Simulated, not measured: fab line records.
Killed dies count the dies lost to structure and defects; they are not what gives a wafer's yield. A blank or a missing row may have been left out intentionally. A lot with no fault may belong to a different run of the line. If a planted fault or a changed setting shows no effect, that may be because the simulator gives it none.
The tool behind it: which one? -- flow n5Finfet -- Sampling: 24 lots, 72 wafers, 6 of 1938 route steps

== WHAT THE GAUGES SHOWED, per wafer ==
The record lacks any reading of a measuring or inspecting step that a usual standard deviation could be used to judge.

== WHICH TOOL RAN EACH LOT (tool, then ch and the chambers of the sampled wafers, then the start) ==
lot,N5_BEOL_M6_DESCUM_33,N5_BEOL_M6_DEGAS_44,N5_BEOL_M6_ALD_77,N5_BEOL_M6_CMP_52,N5_BEOL_M7_CURE_74,N5_BEOL_M7_STRIP_67
L074,"rieDiel-02 ch 1,3, day 8 19:25","pvdSputter-03, day 8 20:29","aldMetal-04 ch 0,1,2, day 8 20:41","cmp-03 ch 0,1,3, day 8 22:16","uvCure-03 ch 0, day 8 22:47","rieDiel-04 ch 0,2,3, day 9 02:58"
L075,"rieDiel-05 ch 0,2,3, day 9 01:45","pvdSputter-02, day 9 02:49","aldMetal-01 ch 0,1, day 9 03:03","cmp-01 ch 0,1,3, day 9 04:46","uvCure-02 ch 1, day 9 05:28","rieDiel-01 ch 2,3, day 9 07:12"
L076,"rieDiel-05 ch 0,2, day 9 04:43","pvdSputter-01, day 9 05:43","aldMetal-01 ch 0,1, day 9 05:49","cmp-01 ch 0,1,2, day 9 07:26","uvCure-02 ch 1, day 9 08:05","rieDiel-01 ch 0,1,2, day 9 10:04"
L077,"rieDiel-05 ch 1,2,3, day 9 11:23","pvdSputter-02, day 9 12:28","aldMetal-01 ch 0,1, day 9 12:34","cmp-03 ch 1,2,3, day 9 14:08","uvCure-01 ch 2, day 9 14:41","rieDiel-01 ch 0,1,3, day 9 16:37"
L078,"rieDiel-06 ch 1,2,3, day 9 15:20","pvdSputter-03, day 9 16:19","aldMetal-03 ch 0,1,2, day 9 16:31","cmp-01 ch 0,3, day 9 19:25","uvCure-02 ch 0, day 9 19:58","rieDiel-01 ch 0,3, day 9 21:44"
L079,"rieDiel-05 ch 1,2,3, day 9 18:31","pvdSputter-01, day 9 19:42","aldMetal-04 ch 0,2,3, day 9 19:48","cmp-04 ch 0,2,3, day 9 21:02","uvCure-03 ch 0, day 9 21:33","rieDiel-01 ch 0,2, day 10 00:04"
L080,"rieDiel-02 ch 0,2,3, day 9 23:11","pvdSputter-01, day 10 00:22","aldMetal-03 ch 1,3, day 10 00:28","cmp-04 ch 2,3, day 10 02:55","uvCure-01 ch 2, day 10 03:37","rieDiel-01 ch 1,3, day 10 06:43"
L081,"rieDiel-05 ch 0,1,3, day 10 08:45","pvdSputter-01, day 10 09:52","aldMetal-01 ch 1,2, day 10 09:58","cmp-01 ch 1,2, day 10 11:22","uvCure-03 ch 1, day 10 12:04","rieDiel-03 ch 0,2,3, day 10 13:51"
L082,"rieDiel-02 ch 0,2,3, day 10 17:50","pvdSputter-02, day 10 18:51","aldMetal-04 ch 1,2, day 10 18:57","cmp-01 ch 0,2, day 10 19:59","uvCure-01 ch 1, day 10 20:44","rieDiel-01 ch 2,3, day 11 00:48"
L083,"rieDiel-05 ch 0,1, day 10 22:29","pvdSputter-03, day 11 00:31","aldMetal-01 ch 0,1, day 11 00:40","cmp-03 ch 0,1,3, day 11 02:03","uvCure-02 ch 2, day 11 02:43","rieDiel-04 ch 1,2, day 11 06:31"
L084,"rieDiel-05 ch 0,3, day 11 05:24","pvdSputter-03, day 11 06:41","aldMetal-04 ch 0,2, day 11 06:55","cmp-04 ch 1,2, day 11 08:41","uvCure-01 ch 0, day 11 09:20","rieDiel-01 ch 1,2,3, day 11 10:52"
L085,"rieDiel-02 ch 0,1,2, day 11 09:39","pvdSputter-03, day 11 11:32","aldMetal-04 ch 1,2,3, day 11 11:50","cmp-04 ch 0,1,3, day 11 13:34","uvCure-03 ch 1, day 11 14:08","rieDiel-01 ch 0,3, day 11 16:43"
L086,"rieDiel-05 ch 1,2,3, day 11 11:34","pvdSputter-01, day 11 12:32","aldMetal-04 ch 0,1,2, day 11 12:38","cmp-04 ch 1,2, day 11 13:57","uvCure-01 ch 1, day 11 14:32","rieDiel-03 ch 0,2, day 11 17:02"
L087,"rieDiel-06 ch 0,1,3, day 12 06:36","pvdSputter-01, day 12 07:45","aldMetal-01 ch 0,1,2, day 12 08:05","cmp-03 ch 0,3, day 12 12:51","uvCure-03 ch 1, day 12 13:22","rieDiel-01 ch 0,3, day 12 15:17"
L090,"rieDiel-05 ch 0,1, day 12 18:31","pvdSputter-03, day 12 19:55","aldMetal-04 ch 1,2, day 12 20:01","cmp-03 ch 2,3, day 12 21:27","uvCure-01 ch 0, day 12 22:05","rieDiel-03 ch 2,3, day 13 00:00"
L088,"rieDiel-02 ch 0,1,2, day 12 18:41","pvdSputter-03, day 12 20:00","aldMetal-03 ch 1,2,3, day 12 20:08","cmp-01 ch 0,1,3, day 12 21:50","uvCure-02 ch 2, day 12 22:41","rieDiel-01 ch 0,1,3, day 13 01:09"
L089,"rieDiel-06 ch 0,1,2, day 12 19:00","pvdSputter-03, day 12 20:28","aldMetal-01 ch 0,1, day 12 20:34","cmp-04 ch 0,1,3, day 12 22:19","uvCure-02 ch 2, day 12 23:10","rieDiel-03 ch 0,3, day 13 02:14"
L091,"rieDiel-05 ch 0,1,3, day 12 20:22","pvdSputter-01, day 12 22:04","aldMetal-03 ch 0,3, day 12 22:19","cmp-01 ch 1,2,3, day 12 23:40","uvCure-02 ch 2, day 13 00:13","rieDiel-03 ch 2,3, day 13 02:31"
L092,"rieDiel-02 ch 0,1,2, day 13 11:52","pvdSputter-01, day 13 13:10","aldMetal-04 ch 0,1,2, day 13 13:16","cmp-03 ch 1,2,3, day 13 15:29","uvCure-03 ch 2, day 13 16:00","rieDiel-01 ch 0,1,2, day 13 19:07"
L093,"rieDiel-06 ch 2,3, day 13 12:15","pvdSputter-01, day 13 13:19","aldMetal-03 ch 1,2,3, day 13 13:26","cmp-03 ch 2,3, day 13 15:54","uvCure-01 ch 0, day 13 16:37","rieDiel-01 ch 2,3, day 13 19:25"
L094,"rieDiel-05 ch 1,2, day 13 16:38","pvdSputter-03, day 13 18:17","aldMetal-01 ch 0,1,2, day 13 18:23","cmp-04 ch 0,1,2, day 13 19:50","uvCure-02 ch 2, day 13 20:19","rieDiel-01 ch 1,2,3, day 13 22:44"
L095,"rieDiel-05 ch 0,1, day 13 23:44","pvdSputter-03, day 14 00:46","aldMetal-03 ch 0,2,3, day 14 01:01","cmp-01 ch 0,2,3, day 14 02:16","uvCure-03 ch 1, day 14 03:08","rieDiel-04 ch 1,2,3, day 14 06:01"
L096,"rieDiel-02 ch 0,2, day 14 22:49","pvdSputter-02, day 14 23:46","aldMetal-03 ch 1,2,3, day 14 23:52","cmp-03 ch 1,2,3, day 15 02:32","uvCure-01 ch 1, day 15 03:13","rieDiel-03 ch 0,2,3, day 15 05:51"
L097,"rieDiel-02 ch 0,1, day 14 23:13","pvdSputter-02, day 15 02:09","aldMetal-03 ch 0,1,2, day 15 02:21","cmp-03 ch 2,3, day 15 03:29","uvCure-02 ch 0, day 15 04:12","rieDiel-04 ch 0,3, day 15 06:14"
- N5_BEOL_M6_DESCUM_33: chemistry O2, time 7 s.
- N5_BEOL_M6_DEGAS_44: time 60 s.
- N5_BEOL_M6_ALD_77: deposits TaN, target thk 2 nm, pulse time 2 s, purge time 3 s.
- N5_BEOL_M6_CMP_52: polishes, stops on SiCOH lowk, t overpolish 6.9 s, target thk 80 nm.
- N5_BEOL_M7_CURE_74: cures SiCOH lowk, time 240 s.
- N5_BEOL_M7_STRIP_67: strips in CF4.

== AS READ BY THE TOOLS THEMSELVES (means over the sampled wafers that have a number; for cases with no such wafer, the mark the record gives instead) ==
N5_BEOL_M6_DESCUM_33. Usual: for biasPowerW, 20.00 W with a standard deviation of 0.058; for chamberPressureMTorr, 20.000 mTorr with a standard deviation of 0.018; for drypumpMotorCurrentA, 5.8 A with a standard deviation of 0.6; for oesProductAu, 0.79 a.u. with a standard deviation of 0.074; for rfVppV, 242.5 V with a standard deviation of 1.2; for showerheadPlenumPTorr, 2.05 Torr with a standard deviation of 0.053; for throttleValvePct, 20.35 % with a standard deviation of 0.26.
lot,tool,biasPowerW (W),chamberPressureMTorr (mTorr),drypumpMotorCurrentA (A),oesProductAu (a.u.),rfVppV (V),showerheadPlenumPTorr (Torr),throttleValvePct (%),flag
L074,rieDiel-02,19.99,20.012,5.6,0.81,243.0,2.05,20.13,
L075,rieDiel-05,20.00,20.000,5.8,0.76,242.2,2.05,20.28,
L076,rieDiel-05,19.95,19.987,6.4,0.72,242.2,2.06,20.52,
L077,rieDiel-05,19.97,20.012,5.9,0.81,243.3,2.06,20.31,
L078,rieDiel-06,20.06,19.997,6.2,0.86,243.7,2.15,20.39,
L079,rieDiel-05,20.03,19.989,6.0,0.81,242.0,2.06,20.32,
L080,rieDiel-02,19.99,20.016,5.7,0.77,241.6,2.05,20.51,
L081,rieDiel-05,20.00,20.005,5.8,0.82,242.0,2.03,20.18,
L082,rieDiel-02,20.00,20.021,5.7,0.77,242.8,2.04,20.50,
L083,rieDiel-05,20.04,20.002,6.1,0.79,241.3,2.01,20.27,
L084,rieDiel-05,20.02,19.994,5.6,0.77,242.3,2.01,20.17,
L085,rieDiel-02,20.01,20.006,5.6,0.80,242.1,2.04,20.30,
L086,rieDiel-05,19.99,19.989,6.0,0.79,243.0,2.05,20.34,
L087,rieDiel-06,20.00,20.014,5.8,0.76,244.1,2.12,20.59,
L090,rieDiel-05,20.00,19.998,6.1,0.79,242.4,2.01,20.28,
L088,rieDiel-02,20.02,20.016,5.6,0.80,242.0,2.03,20.32,
L089,rieDiel-06,19.99,19.999,5.7,0.82,243.0,2.08,20.52,
L091,rieDiel-05,20.03,20.016,5.8,0.79,241.4,2.02,20.21,
L092,rieDiel-02,20.03,20.001,5.6,0.79,241.9,2.03,20.32,
L093,rieDiel-06,19.98,20.006,6.3,0.75,244.0,2.12,20.62,
L094,rieDiel-05,20.01,19.982,6.5,0.79,242.6,2.05,20.46,
L095,rieDiel-05,20.01,20.012,6.1,0.78,242.2,2.00,20.29,
L096,rieDiel-02,19.98,20.003,5.8,0.76,241.4,2.03,20.51,
L097,rieDiel-02,19.95,20.009,5.2,0.80,242.4,2.04,20.31,

N5_BEOL_M6_DEGAS_44. Usual: heaterPowerW 335 W, standard deviation 24.
lot,tool,heaterPowerW (W),flag
L074,pvdSputter-03,321,
L075,pvdSputter-02,368,
L076,pvdSputter-01,319,
L077,pvdSputter-02,341,
L078,pvdSputter-03,329,
L079,pvdSputter-01,325,
L080,pvdSputter-01,323,
L081,pvdSputter-01,313,
L082,pvdSputter-02,331,
L083,pvdSputter-03,330,
L084,pvdSputter-03,334,
L085,pvdSputter-03,327,
L086,pvdSputter-01,310,
L087,pvdSputter-01,316,
L090,pvdSputter-03,327,
L088,pvdSputter-03,327,
L089,pvdSputter-03,327,
L091,pvdSputter-01,327,
L092,pvdSputter-01,323,
L093,pvdSputter-01,324,
L094,pvdSputter-03,328,
L095,pvdSputter-03,340,
L096,pvdSputter-02,334,
L097,pvdSputter-02,386,

N5_BEOL_M6_ALD_77. Usual: heaterPowerW 414 W, standard deviation 37.
lot,tool,heaterPowerW (W),flag
L074,aldMetal-04,422,
L075,aldMetal-01,378,
L076,aldMetal-01,386,
L077,aldMetal-01,388,
L078,aldMetal-03,426,
L079,aldMetal-04,390,
L080,aldMetal-03,396,
L081,aldMetal-01,423,
L082,aldMetal-04,403,
L083,aldMetal-01,394,
L084,aldMetal-04,411,
L085,aldMetal-04,403,
L086,aldMetal-04,419,
L087,aldMetal-01,425,
L090,aldMetal-04,405,
L088,aldMetal-03,415,
L089,aldMetal-01,384,
L091,aldMetal-03,433,
L092,aldMetal-04,416,
L093,aldMetal-03,410,
L094,aldMetal-01,432,
L095,aldMetal-03,422,
L096,aldMetal-03,415,
L097,aldMetal-03,424,

N5_BEOL_M6_CMP_52. Usual: barrierFieldEndpointS 28.8 s, standard deviation 0.69; motorCurrentA 6.0 A, standard deviation 0.58; overpolishRunS 6.900 s, standard deviation 0.0094; timeToEndpointS 61 s, standard deviation 3.3.
lot,tool,barrierFieldEndpointS (s),motorCurrentA (A),overpolishRunS (s),timeToEndpointS (s),flag
L074,cmp-03,30.1,6.3,6.893,66,
L075,cmp-01,28.6,5.8,6.894,57,
L076,cmp-01,28.5,5.7,6.899,59,
L077,cmp-03,29.7,6.2,6.898,68,
L078,cmp-01,28.8,5.7,6.899,59,
L079,cmp-04,28.5,5.7,6.897,62,
L080,cmp-04,29.3,5.8,6.899,61,
L081,cmp-01,28.7,5.9,6.899,54,
L082,cmp-01,28.2,5.8,6.905,61,
L083,cmp-03,28.9,6.1,6.897,62,
L084,cmp-04,28.4,5.9,6.901,64,
L085,cmp-04,29.2,5.7,6.905,64,
L086,cmp-04,29.7,6.1,6.906,62,
L087,cmp-03,29.4,6.3,6.899,65,
L090,cmp-03,28.6,7.3,6.901,62,
L088,cmp-01,28.5,6.0,6.902,60,
L089,cmp-04,28.8,5.6,6.899,59,
L091,cmp-01,29.3,5.7,6.905,62,
L092,cmp-03,29.0,6.4,6.909,62,
L093,cmp-03,28.4,6.5,6.895,60,
L094,cmp-04,28.7,5.7,6.901,61,
L095,cmp-01,28.2,5.9,6.887,59,
L096,cmp-03,28.4,6.2,6.892,63,
L097,cmp-03,28.7,6.4,6.903,61,

N5_BEOL_M7_CURE_74. Usual: lampPowerPct 52.32 %, standard deviation 0.054; wafer_temp_C_max 386.6, standard deviation 0.52.
lot,tool,lampPowerPct (%),wafer_temp_C_max,flag
L074,uvCure-03,52.31,386.2,
L075,uvCure-02,52.35,387.4,
L076,uvCure-02,52.32,387.2,
L077,uvCure-01,52.24,386.2,
L078,uvCure-02,52.28,386.5,
L079,uvCure-03,52.31,386.4,
L080,uvCure-01,52.29,386.0,
L081,uvCure-03,52.29,386.1,
L082,uvCure-01,52.29,386.4,
L083,uvCure-02,52.34,386.4,
L084,uvCure-01,52.34,387.3,
L085,uvCure-03,52.35,386.3,
L086,uvCure-01,52.35,386.6,
L087,uvCure-03,52.32,386.2,
L090,uvCure-01,52.37,387.0,
L088,uvCure-02,52.31,386.0,
L089,uvCure-02,52.34,386.4,
L091,uvCure-02,52.35,386.2,
L092,uvCure-03,52.35,387.1,
L093,uvCure-01,52.26,387.7,
L094,uvCure-02,52.26,386.3,
L095,uvCure-03,52.39,386.3,
L096,uvCure-01,52.36,386.6,
L097,uvCure-02,52.34,386.8,

N5_BEOL_M7_STRIP_67. Usual: for biasPowerW, 74.98 W with a standard deviation of 0.22; for chamberPressureMTorr, 50.01 mTorr with a standard deviation of 0.13; for drypumpMotorCurrentA, 5.7 A with a standard deviation of 0.63; for oesProductAu, 0.82 a.u. with a standard deviation of 0.083; for rfVppV, 271.0 V with a standard deviation of 1.4; for showerheadPlenumPTorr, 1.79 Torr with a standard deviation of 0.049; for throttleValvePct, 13.51 % with a standard deviation of 0.26.
lot,tool,biasPowerW (W),chamberPressureMTorr (mTorr),drypumpMotorCurrentA (A),oesProductAu (a.u.),rfVppV (V),showerheadPlenumPTorr (Torr),throttleValvePct (%),flag
L074,rieDiel-04,74.97,50.02,6.0,0.76,270.6,1.80,13.89,
L075,rieDiel-01,74.92,50.03,6.3,0.89,269.7,1.75,13.31,
L076,rieDiel-01,75.10,50.03,5.3,0.84,270.8,1.78,13.51,
L077,rieDiel-01,75.03,50.00,5.5,0.81,270.5,1.77,13.55,
L078,rieDiel-01,75.09,49.99,5.3,0.87,270.7,1.79,13.38,
L079,rieDiel-01,75.03,49.97,5.2,0.88,271.4,1.80,13.33,
L080,rieDiel-01,74.98,50.05,5.6,0.76,270.2,1.75,13.75,
L081,rieDiel-03,74.81,49.92,5.6,0.75,270.5,1.79,13.59,
L082,rieDiel-01,75.13,50.00,6.2,0.88,270.4,1.76,13.30,
L083,rieDiel-04,75.01,50.02,6.2,0.80,271.4,1.80,13.55,
L084,rieDiel-01,74.79,49.98,5.9,0.81,269.8,1.76,13.54,
L085,rieDiel-01,74.88,50.00,5.8,0.85,270.8,1.77,13.40,
L086,rieDiel-03,74.93,50.01,5.2,0.78,270.5,1.78,13.46,
L087,rieDiel-01,75.00,50.02,5.3,0.84,271.5,1.79,13.42,
L090,rieDiel-03,75.00,49.96,5.7,0.88,273.8,1.89,13.45,
L088,rieDiel-01,75.03,49.99,5.5,0.79,270.5,1.77,13.61,
L089,rieDiel-03,75.09,50.01,5.8,0.73,271.8,1.84,13.61,
L091,rieDiel-03,74.97,50.00,6.0,0.79,273.5,1.87,13.60,
L092,rieDiel-01,75.07,50.01,5.4,0.80,270.4,1.77,13.57,
L093,rieDiel-01,74.90,50.02,6.3,0.83,270.1,1.75,13.37,
L094,rieDiel-01,75.01,49.97,5.9,0.80,270.4,1.75,13.57,
L095,rieDiel-04,75.09,50.02,6.3,0.76,270.6,1.77,13.71,
L096,rieDiel-03,74.83,50.00,5.6,0.90,271.9,1.85,13.30,
L097,rieDiel-04,74.92,50.00,6.0,0.81,271.4,1.79,13.84,

== THE ANSWER, worked out from the rows above alone ==
Rule: take the mean of a lot's wafers that have a number; if it is more than 3 standard deviations from the usual mean, the lot is off. Also off: a lot with no number at a reading for which 4 or more lots have one. Any other lot the step has rows for is counted as sound. After the gauges, taken in route order, come the tools' own readings; for these a lot's mean is taken, as printed above. The first step at which some lot is off is used, and at that step the reading that is off furthest; a lot without a number counts as furthest.
None of the lots is off at any reading shown; this tells nothing.

== WHAT THE SIMULATOR HAD INSERTED ==
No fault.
